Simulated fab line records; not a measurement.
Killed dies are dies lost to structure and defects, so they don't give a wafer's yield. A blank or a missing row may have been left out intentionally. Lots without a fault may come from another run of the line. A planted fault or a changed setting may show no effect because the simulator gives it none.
The tool behind it: which one?	flow n5Finfet	at 1 step of a route of 1938, 12 lots with 36 wafers sampled

WHAT THE GAUGES SHOWED, per wafer
N5_BEOL_M8_CD_MEAS_11: target cd 38.5 nm.
lot	measured	on	cdNm (nm)
L074	day 9 10:19	cdSem-02	38.7 38.7 38.8
L075	day 10 02:20	cdSem-01	37.7 38.8 38.5
L079	day 10 16:01	cdSem-01	38.6 38.6 38.9
L082	day 11 03:24	cdSem-02	38.2 38.3 38.3
L080	day 11 11:04	cdSem-01	38.6 39.5 38.6
L085	day 12 04:49	cdSem-02	38.5 38.1 38.7
L087	day 13 02:29	cdSem-03	38.8 37.9 38.1
L090	day 13 09:23	cdSem-02	38.6 38.6 38.3
L089	day 13 20:35	cdSem-03	38.5 38.1 38.8
L094	day 14 04:02	cdSem-02	39.3 38.7 38.6
L095	day 14 14:10	cdSem-01	38.3 39.3 39.0
L097	day 15 10:41	cdSem-01	39.1 38.5 38.8

TOOL THAT RAN EACH LOT (tool first, then ch and the chambers of the sampled wafers, then the start)
No process step before these readings appears in the record.

THE ANSWER, worked out from the rows above alone
Rule: the lots themselves supply what counts as usual. The widest of any qualifying gaps counts: lots, ordered by their means at a reading, are off when they make up no more than a third of the lots, leave a main group of 4 or more, and stand apart from it by 3 or more times the standard deviation of that group's means. A main group whose means are all the same, to the digits that the tables above print for the reading, isn't used. Also off: a lot with no number at a reading for which 4 or more lots have one. All remaining lots with rows at the step are treated as sound.
No lot is off on any of the readings shown, so nothing can be concluded from this.

WHAT THE SIMULATOR PUT IN
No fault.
